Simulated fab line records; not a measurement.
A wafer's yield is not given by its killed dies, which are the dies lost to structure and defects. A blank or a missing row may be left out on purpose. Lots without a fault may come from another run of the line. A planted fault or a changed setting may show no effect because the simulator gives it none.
The tool behind it: which one?	flow n5 finfet	10 lots, 29 wafers sampled, at 1 step of a route of 1938

## WHAT EACH GAUGE READ, for each wafer
N5_GATE_CUT_CD_MEAS_13: target cd 20 nm.
lot	measured	on	cd nm (nm)
L128	day 4 09:50	cd sem-03	19.8 20.0 20.2
L131	day 5 04:41	cd sem-01	20.3 19.7 19.8
L135	day 6 11:05	cd sem-01	20.1 20.0 20.3
L138	day 7 07:13	cd sem-03	20.3 20.2 20.3
L143	day 8 09:10	cd sem-02	19.4 19.7 20.0
L147	day 9 08:25	cd sem-02	19.9 19.9 20.1
L148	day 9 13:14	cd sem-03	19.9 20.2 20.5
L149	day 9 20:19	cd sem-03	20.1 20.2 20.1
L150	day 10 01:42	cd sem-03	19.9 20.1 19.8
L151	day 10 10:18	cd sem-03	19.3 20.0

## EACH LOT AND THE TOOL THAT RAN IT (in order: tool; ch and the chambers of the sampled wafers; start)
There is no process step in the record ahead of these readings.

## THE ANSWER, worked out from the rows above alone
Rule: the usual values come from the lots themselves. Put in order of their means at a reading, lots are off if they are a third of the lots or fewer, leave a main group of 4 or more, and stand apart from it by a gap of 3 or more times the standard deviation of the main group's means; of several such gaps the widest counts. A main group whose means are all the same, to the digits that the tables above print for the reading, isn't used. Also off: a lot with no number at a reading for which 4 or more lots have one. All remaining lots with rows at the step are treated as sound.
No lot is off on any of the readings shown, so nothing can be concluded from this.

## WHAT THE SIMULATOR HAD PUT IN
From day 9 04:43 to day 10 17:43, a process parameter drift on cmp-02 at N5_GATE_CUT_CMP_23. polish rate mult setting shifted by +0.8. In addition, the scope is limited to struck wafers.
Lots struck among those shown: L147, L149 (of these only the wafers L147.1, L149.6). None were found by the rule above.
